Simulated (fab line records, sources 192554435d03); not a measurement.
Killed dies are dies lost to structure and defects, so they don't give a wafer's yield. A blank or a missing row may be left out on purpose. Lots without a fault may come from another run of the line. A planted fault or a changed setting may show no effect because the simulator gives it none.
Split-lot experiment | flow n5_finfet | 7 lots, 21 wafers read, on a route of 1938 steps

THE SPLIT
At N5_BEOL_M13_TRENCH_ETCH_34 (etches SiOC in C4F8/O2/Ar, target depth 413.47 nm, time 162.6 s), the setting time_s was moved away from the recipe's 162.6 s on 5 of the 21 wafers read, by -11.7% to +9.5%. The other wafers ran this setting at the recipe's value.

FROM THE SPLIT TO THE READING: what the file shows between them, 10 steps
- N5_BEOL_M13_STRIP_70: strips in C4F8/O2/Ar
- N5_BEOL_M13_OCD_MEAS_35
- N5_BEOL_M13_STRIP_37: strips in N2/H2
- N5_BEOL_M13_ETCH_38: etches SiCN in CF4/N2, target depth 67.5 nm, time 71.9 s
- N5_BEOL_M13_ECD_47: material Cu, target thk 936 nm
- N5_BEOL_M13_ANNEAL_48: time 90 s
- N5_BEOL_M13_CMP_49: polishes, stops on SiOC, t overpolish 17.1 s, target thk 420 nm
- N5_BEOL_M13_THK_MEAS_50: measures by xrf
- N5_BEOL_M13_PRE_CLEAN_52: time 15 s
- N5_BEOL_M13_DEP_53: deposits SiCN from 3MS/NH3, target thk 50 nm, time 17.8 s

THE READING
M13_RS, in ohm/sq, at N5_BEOL_M13_RS_MEAS_54 (measures by four-point-probe). Fault-free wafers of this fab line usually give 0.0448 ohm/sq, standard deviation 0.00069 ohm/sq.

wafer  | tool, chamber at the split | time_s as run, s | against the recipe | M13_RS, ohm/sq | against lot-mates on the recipe
L076.2 | rie_diel-03, 3             | 162.6            | recipe             | 0.0450         | -
L076.4 | rie_diel-03, 1             | 162.6            | recipe             | 0.0443         | -
L076.6 | rie_diel-03, 0             | 162.6            | recipe             | 0.0439         | -
L075.2 | rie_diel-03, 0             | 143.5            | -11.7%             | 0.0503         | +0.0047
L075.5 | rie_diel-03, 3             | 162.6            | recipe             | 0.0460         | -
L075.6 | rie_diel-03, 1             | 162.6            | recipe             | 0.0452         | -
L084.3 | rie_diel-03, 2             | 162.6            | recipe             | 0.0445         | -
L084.4 | rie_diel-03, 1             | 178.1            | +9.5%              | 0.0406         | -0.0040
L084.5 | rie_diel-03, 1             | 162.6            | recipe             | 0.0448         | -
L088.3 | rie_diel-05, 2             | 162.6            | recipe             | 0.0433         | -
L088.4 | rie_diel-05, 3             | 162.6            | recipe             | 0.0447         | -
L088.5 | rie_diel-05, 2             | 162.6            | recipe             | 0.0432         | -
L091.3 | rie_diel-03, 3             | 147.2            | -9.5%              | 0.0510         | +0.0050
L091.5 | rie_diel-03, 0             | 147.2            | -9.5%              | 0.0492         | +0.0032
L091.6 | rie_diel-03, 3             | 162.6            | recipe             | 0.0460         | -
L093.2 | rie_diel-02, 3             | 171.9            | +5.7%              | 0.0430         | -0.0011
L093.3 | rie_diel-02, 1             | 162.6            | recipe             | 0.0440         | -
L093.4 | rie_diel-02, 0             | 162.6            | recipe             | 0.0441         | -
L095.2 | rie_diel-02, 2             | 162.6            | recipe             | 0.0449         | -
L095.3 | rie_diel-02, 1             | 162.6            | recipe             | 0.0444         | -
L095.5 | rie_diel-02, 0             | 162.6            | recipe             | 0.0446         | -

THE FIT
A straight line over all 21 wafers: M13_RS changes by -0.000491 ohm/sq for each +1% of time_s; r = -0.94; the points scatter about the line by 0.00086 ohm/sq.
The same after taking each lot's own level away (the mean of its wafers on the recipe; 21 wafers): -0.0004 ohm/sq for each +1%; r = -0.96; scatter 0.00055 ohm/sq.
On that fit, the largest move of time_s shifts the reading by 0.0047 ohm/sq.
The lots' own levels span 0.04373 to 0.04600 ohm/sq, that is 3.3 times the standard deviation above.
So the lot-to-lot level changes the slope: the two fits differ.
Check: with one of the wafers moved furthest among these (-11.7%) left out of the fit, the line predicts +0.00481 ohm/sq for it against its lot-mates. It came out at +0.0047 ohm/sq against them.

THE WHOLE CHAIN: every reading that the file lists as answering this split, in the file's order
step                       | what it does                                                    | reading                                                                       | change (the file's fit)               | r (the file's)
N5_BEOL_M13_TRENCH_ETCH_34 | etches SiOC in C4F8/O2/Ar, target depth 413.47 nm, time 162.6 s | etch.depth_nm (the simulator's own value, which no gauge read)                | +3.45 nm for each +1% of the setting  | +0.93
N5_BEOL_M13_OCD_MEAS_35    |                                                                 | trench_depth_nm                                                               | +3.44 nm for each +1% of the setting  | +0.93
N5_BEOL_M13_CMP_49         | polishes, stops on SiOC, t overpolish 17.1 s, target thk 420 nm | Cu_of_BEOL_M13_ECD_47.thk_nm (the simulator's own value, which no gauge read) | +3.41 nm for each +1% of the setting  | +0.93
N5_BEOL_M13_THK_MEAS_50    | measures by xrf                                                 | M13_THK                                                                       | +3.54 for each +1% of the setting     | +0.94
N5_BEOL_M13_RS_MEAS_54     | measures by four-point-probe                                    | M13_RS                                                                        | -0.000394 for each +1% of the setting | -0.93

THE FILE'S OWN FIT
M13_RS changes by -0.000394 ohm/sq for each +1% of time_s, r = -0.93.
